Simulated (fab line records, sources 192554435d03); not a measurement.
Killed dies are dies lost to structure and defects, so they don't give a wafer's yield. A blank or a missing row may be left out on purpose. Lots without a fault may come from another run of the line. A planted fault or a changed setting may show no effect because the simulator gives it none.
Problem report in the 8D (eight disciplines) form, filled by code | flow n5_finfet | the parts of the form that need people (team, actions taken, sign-off) are left out

1. THE PROBLEM
killed_at_front_end at N5_PASSIVATION_PROBE_49 reads a mean of 130 on 6 wafers of 2 lots; wafers without a fault read 38 with a standard deviation of 10. That is +9.2 standard deviations from the usual mean.
First seen on wafer L372.2, day 17 07:30, on prober-01. The record holds 33 wafers of 11 lots with a number at this step. Rule for "out", or "out of limits": more than 4 standard deviations from the usual mean. The other wafers with a number count as sound.

2. WHAT IT IS AND WHAT IT IS NOT
question                    | is                               | is not
which readings at this step | killed_at_front_end, killed_dies | killed_at_M0_to_M3, killed_at_M4_up, killed_at_contacts, killed_at_other, killed_open
which lots                  | L372, L374                       | L364, L365, L366, L369, L370, L380, L383, L384, L385
which wafers of those lots  | all that have a number           | -
read on which tools         | prober-01                        | prober-02
when                        | from day 17 07:30                | up to then (15 sound wafers); but 12 sound wafers of L380, L383, L384, L385 came after

3. SUSPECTS, AND WHAT RULES EACH OUT
Counting: a tool at a process step up to the reading stays a suspect if it ran every lot that is out and no sound lot after the first of them.
- rie_diel-03 at N5_HKMG_FIN_STRIP_90 (strips SOC in N2/H2, time 20 s): kept. It ran every lot that is out, first L372 (day 6 06:57), and no sound lot after that; its last sound lot up to then is L370 (day 5 19:57).
- prober-01 at N5_PASSIVATION_PROBE_49: ruled out as a lasting fault. Sound lots L383, L380, L385 ran on it after its first lot that is out, L372 (day 17 07:30).
Left after counting: rie_diel-03 at N5_HKMG_FIN_STRIP_90.

4. THE CAUSE (what the simulator had put in)
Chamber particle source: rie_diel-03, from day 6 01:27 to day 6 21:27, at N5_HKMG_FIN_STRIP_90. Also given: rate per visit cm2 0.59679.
Counting left only this tool.

5. THE CHAIN OF EFFECTS, in route order
Each row: a reading whose mean over the struck wafers that have a number lies more than 3 standard deviations from the usual. Only readings for which the record gives a usual standard deviation are gone through. hours: the time from each lot's start at the first step in this table that gives one to its start at this step, as a median over the lots. sigmas: the change in usual standard deviations.
hours | step                    | reading             | usual | on struck wafers | change | sigmas
0     | N5_PASSIVATION_PROBE_49 | killed_at_front_end | 38    | 130              | +92    | +9.2
0     | N5_PASSIVATION_PROBE_49 | killed_dies         | 102   | 184              | +82    | +5.9
The process steps in it:
- N5_PASSIVATION_PROBE_49

6. WHAT WOULD HAVE CAUGHT IT SOONER
In this record the first reading out of limits was taken at day 17 07:30, 270 hours after the fault began at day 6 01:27.
Of the tool readings at N5_HKMG_FIN_STRIP_90 for which the record gives a usual standard deviation, none was out on any struck wafer, so an alarm limit of 4 standard deviations on them would not have fired.
All the lots that are out (2) had begun N5_HKMG_FIN_STRIP_90 on rie_diel-03 by day 17 07:30. A hold on the tool at that time would have spared none of them.
